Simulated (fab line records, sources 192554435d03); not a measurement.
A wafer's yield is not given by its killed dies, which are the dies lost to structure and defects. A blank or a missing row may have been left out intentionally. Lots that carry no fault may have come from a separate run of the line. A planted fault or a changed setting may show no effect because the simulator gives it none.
One fault through the eyes of 3 desks || flow n5Finfet || each desk holds nothing but its own numbers, with what lay behind them at the end

TOOL OWNER'S DESK, rieDiel-06
The tool's own readings at N5_PASSIVATION_ETCH_54 (etches SiO2 in CHF3/O2, target depth 880 nm, time 440 s): means of the sampled wafers that have a number, for each lot that ran on this tool. Marked OUT: a lot whose mean sits more than 4 standard deviations from the usual mean, which makes it out of limits; the brackets give that distance.
Columns: A = drypumpMotorCurrentA at N5_PASSIVATION_ETCH_54, usual 5.8 A; B = oesProductAu at N5_PASSIVATION_ETCH_54, usual 0.80 a.u.; C = rfFwdPowerW at N5_PASSIVATION_ETCH_54, usual 648.8 W; D = rfVppV at N5_PASSIVATION_ETCH_54, usual 523 V; E = showerheadPlenumPTorr at N5_PASSIVATION_ETCH_54, usual 2.37 Torr; F = throttleValvePct at N5_PASSIVATION_ETCH_54, usual 18.81 %
{"lot": "L909", "first seen here": "day 14 09:42", "A": 6.0, "B": 0.81, "C": 650.4, "D": 524, "E": 2.33, "F": 18.73}
{"lot": "L911", "first seen here": "day 14 21:57", "A": 6.0, "B": 0.89, "C": 649.1, "D": 526, "E": 2.32, "F": 18.88}
{"lot": "L915", "first seen here": "day 16 05:22", "A": 5.9, "B": 0.82, "C": 649.2, "D": 525, "E": 2.35, "F": 18.77}
This desk's verdict: no lot among the 3 shows anything out of limits.

METROLOGY DESK
Lot by lot, what the gauges showed, no matter which tool ran the lot: averages of those sampled wafers that carry a number. Marked OUT: a lot whose mean sits more than 4 standard deviations from the usual mean, which makes it out of limits; the brackets give that distance.
Columns: A = cdNm at N5_PASSIVATION_CD_MEAS_44, usual 40000 nm; B = PASS_OPEN_OVL at N5_PASSIVATION_OVL_MEAS_66, usual -2 nm
{"lot": "L909", "first seen here": "day 14 09:21", "A": 40000, "B": -6}
{"lot": "L908", "first seen here": "day 14 14:28", "A": 40001, "B": -1}
{"lot": "L907", "first seen here": "day 14 21:17", "A": 40003, "B": 3}
{"lot": "L911", "first seen here": "day 14 21:25", "A": 40006, "B": -7}
{"lot": "L915", "first seen here": "day 16 05:01", "A": 40000, "B": 4}
{"lot": "L923", "first seen here": "day 17 16:16", "A": 39996, "B": 5}
This desk's verdict: no lot among the 6 shows anything out of limits.

THE DEFECT DESK
For each lot, the counts of the inspections along the route, averaged over the sampled wafers that have a number. Marked OUT: a lot whose mean sits more than 4 standard deviations from the usual mean, which makes it out of limits; the brackets give that distance.
Columns: A = rawDefectCount at N5_PASSIVATION_INSPECT_67, usual 2.1
{"lot": "L909", "first seen here": "day 14 09:25", "A": 3.0}
{"lot": "L908", "first seen here": "day 14 14:31", "A": 2.0}
{"lot": "L907", "first seen here": "day 14 21:20", "A": 2.3}
{"lot": "L911", "first seen here": "day 14 21:28", "A": 3.0}
{"lot": "L915", "first seen here": "day 16 05:04", "A": 1.3}
{"lot": "L923", "first seen here": "day 17 16:19", "A": 1.7}
This desk's verdict: no lot among the 6 shows anything out of limits.

BROUGHT TOGETHER
The desk of the tool owner found nothing out of limits.
The metrology desk saw nothing out of limits.
No out-of-limits result turned up at the defect desk.

WHAT HAD BEEN PUT IN BY THE SIMULATOR
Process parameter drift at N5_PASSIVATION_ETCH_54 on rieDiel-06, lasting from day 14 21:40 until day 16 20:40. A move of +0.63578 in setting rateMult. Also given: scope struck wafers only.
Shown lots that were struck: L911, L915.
